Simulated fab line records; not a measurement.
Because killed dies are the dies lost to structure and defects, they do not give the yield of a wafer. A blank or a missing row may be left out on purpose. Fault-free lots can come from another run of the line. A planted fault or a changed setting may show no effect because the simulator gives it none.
What tool caused it?    flow nand harc    Sampling: 7 lots, 21 wafers, 2 of 1302 route steps

## WHAT EACH GAUGE READ, for each wafer
NHARC_A_SGD_CUT_THK_MEAS_22: measures by ellipsometry.
lot   measured      on             thk nm (nm)
L342  day 19 14:06  film metro-02  147.1 144.7 146.8
L344  day 21 05:53  film metro-01  148.5 147.9 147.5
L346  day 21 13:41  film metro-02  148.1 148.7 147.9
L348  day 23 06:22  film metro-01  145.4 148.3 146.3
L355  day 26 04:27  film metro-02  147.9 146.4 146.9
L359  day 26 19:59  film metro-01  146.3 148.2 148.4
L362  day 28 15:14  film metro-01  147.9 149.7 145.6

## EACH LOT AND THE TOOL THAT RAN IT (in order: tool; ch and the chambers of the sampled wafers; start)
lot   NHARC_A_SGD_CUT_CMP_21
L342  cmp-03 ch 0,1,3, day 19 13:55
L344  cmp-01 ch 1,3, day 21 05:40
L346  cmp-03 ch 0,1, day 21 13:28
L348  cmp-01 ch 0,1, day 23 06:08
L355  cmp-03 ch 0,2,3, day 26 04:11
L359  cmp-03 ch 0,1,3, day 26 19:45
L362  cmp-01 ch 1,2, day 28 15:01
- NHARC_A_SGD_CUT_CMP_21: polishes, target thk 148.19 nm.

## THE ANSWER, worked out from the rows above alone
Rule: what is usual is taken from the lots themselves. The widest of any qualifying gaps counts: lots, ordered by their means at a reading, are off when they make up no more than a third of the lots, leave a main group of 4 or more, and stand apart from it by 3 or more times the standard deviation of that group's means. If all means in a main group match to the digits the tables above print for the reading, that group is not used. A lot without any number at a reading at which 4 lots or more have one is off too. The other lots that the step has rows for count as sound.
Nothing can be told from this: no lot is off at any reading shown.

## WHAT THE SIMULATOR PUT IN
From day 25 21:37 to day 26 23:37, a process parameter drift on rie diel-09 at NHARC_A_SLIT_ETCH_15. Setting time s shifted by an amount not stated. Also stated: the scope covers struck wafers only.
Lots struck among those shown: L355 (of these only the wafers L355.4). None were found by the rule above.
